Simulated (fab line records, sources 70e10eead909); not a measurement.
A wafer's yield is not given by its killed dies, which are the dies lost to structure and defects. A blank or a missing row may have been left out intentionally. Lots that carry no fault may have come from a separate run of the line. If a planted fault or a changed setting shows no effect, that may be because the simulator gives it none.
Chamber matching || flow nand_harc || NHARC_A_SLIT_ETCH_24 on rie_diel-07 has 4 sister chambers
The step etches the open film in CF4/CHF3, target depth 121 nm, time 60.5 s. 14 wafers are shown with their chamber, then 7 later ones without.

WAFERS PAIRED WITH THEIR CHAMBERS
{"wafer": "L609.3", "chamber": 0, "rf_vpp_V (V)": 368.8, "oes_product_au (a.u.)": 0.974, "throttle_valve_pct (%)": 16.794}
{"wafer": "L609.4", "chamber": 3, "rf_vpp_V (V)": 373.5, "oes_product_au (a.u.)": 0.955, "throttle_valve_pct (%)": 16.796}
{"wafer": "L609.5", "chamber": 1, "rf_vpp_V (V)": 373.5, "oes_product_au (a.u.)": 0.961, "throttle_valve_pct (%)": 16.797}
{"wafer": "L613.2", "chamber": 1, "rf_vpp_V (V)": 373.0, "oes_product_au (a.u.)": 0.942, "throttle_valve_pct (%)": 16.817}
{"wafer": "L613.5", "chamber": 1, "rf_vpp_V (V)": 373.4, "oes_product_au (a.u.)": 0.938, "throttle_valve_pct (%)": 16.802}
{"wafer": "L613.6", "chamber": 2, "rf_vpp_V (V)": 370.5, "oes_product_au (a.u.)": 0.951, "throttle_valve_pct (%)": 16.805}
{"wafer": "L618.2", "chamber": 1, "rf_vpp_V (V)": 371.9, "oes_product_au (a.u.)": 0.955, "throttle_valve_pct (%)": 16.807}
{"wafer": "L618.4", "chamber": 2, "rf_vpp_V (V)": 369.8, "oes_product_au (a.u.)": 0.939, "throttle_valve_pct (%)": 16.799}
{"wafer": "L618.5", "chamber": 1, "rf_vpp_V (V)": 373.2, "oes_product_au (a.u.)": 0.940, "throttle_valve_pct (%)": 16.806}
{"wafer": "L628.1", "chamber": 0, "rf_vpp_V (V)": 369.0, "oes_product_au (a.u.)": 0.954, "throttle_valve_pct (%)": 16.800}
{"wafer": "L628.4", "chamber": 2, "rf_vpp_V (V)": 371.1, "oes_product_au (a.u.)": 0.958, "throttle_valve_pct (%)": 16.812}
{"wafer": "L628.5", "chamber": 3, "rf_vpp_V (V)": 373.9, "oes_product_au (a.u.)": 0.949, "throttle_valve_pct (%)": 16.807}
{"wafer": "L626.1", "chamber": 3, "rf_vpp_V (V)": 371.1, "oes_product_au (a.u.)": 0.952, "throttle_valve_pct (%)": 16.800}
{"wafer": "L626.3", "chamber": 2, "rf_vpp_V (V)": 368.8, "oes_product_au (a.u.)": 0.957, "throttle_valve_pct (%)": 16.793}

SIGNATURES, as means of the wafers listed above
{"reading": "rf_vpp_V", "chamber 0": 368.900, "chamber 1": 373.000, "chamber 2": 370.050, "chamber 3": 372.833, "scatter within a chamber": 0.959}
{"reading": "oes_product_au", "chamber 0": 0.96400, "chamber 1": 0.94720, "chamber 2": 0.95125, "chamber 3": 0.95200, "scatter within a chamber": 0.00928}
{"reading": "throttle_valve_pct", "chamber 0": 16.79700, "chamber 1": 16.80580, "chamber 2": 16.80225, "chamber 3": 16.80100, "scatter within a chamber": 0.00705}
Rule: a wafer lies at a distance from a chamber equal to the root of the sum of squares, over the readings, of (its reading less the chamber's mean, divided by the reading's scatter). If the next closest chamber is less than 2 further off than the closest, the wafer can't be placed; otherwise it belongs to the closest. The scatter: the root of (the sum of the squares of (reading less its chamber's mean) over the shown wafers, divided by (wafers less chambers)).

WAFERS WHOSE CHAMBER IS MISSING
{"wafer": "L626.6", "rf_vpp_V (V)": 369.9, "oes_product_au (a.u.)": 0.964, "throttle_valve_pct (%)": 16.799}
{"wafer": "L630.2", "rf_vpp_V (V)": 371.1, "oes_product_au (a.u.)": 0.977, "throttle_valve_pct (%)": 16.811}
{"wafer": "L630.3", "rf_vpp_V (V)": 372.7, "oes_product_au (a.u.)": 0.974, "throttle_valve_pct (%)": 16.814}
{"wafer": "L630.4", "rf_vpp_V (V)": 373.5, "oes_product_au (a.u.)": 0.956, "throttle_valve_pct (%)": 16.800}
{"wafer": "L631.1", "rf_vpp_V (V)": 370.4, "oes_product_au (a.u.)": 0.922, "throttle_valve_pct (%)": 16.804}
{"wafer": "L631.2", "rf_vpp_V (V)": 368.6, "oes_product_au (a.u.)": 0.915, "throttle_valve_pct (%)": 16.808}
{"wafer": "L631.4", "rf_vpp_V (V)": 368.4, "oes_product_au (a.u.)": 0.915, "throttle_valve_pct (%)": 16.816}

CHAMBER TAKEN BY EACH
{"wafer": "L626.6", "from the rows above": "can't be placed: 0 or 2", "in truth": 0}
{"wafer": "L630.2", "from the rows above": "can't be placed: 2 or 0 or 3 or 1", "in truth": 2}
{"wafer": "L630.3", "from the rows above": "can't be placed: 3 or 1 or 2 or 0", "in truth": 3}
{"wafer": "L630.4", "from the rows above": "can't be placed: 3 or 1", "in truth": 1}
{"wafer": "L631.1", "from the rows above": "can't be placed: 2 or 1 or 3 or 0", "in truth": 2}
{"wafer": "L631.2", "from the rows above": "can't be placed: 2 or 0 or 1 or 3", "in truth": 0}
{"wafer": "L631.4", "from the rows above": "can't be placed: 2 or 0 or 1 or 3", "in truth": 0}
Placed correctly: 0 of 7. From these rows, 7 cannot be placed; in 7 the true chamber is one of the candidates. Wrongly placed: 0.
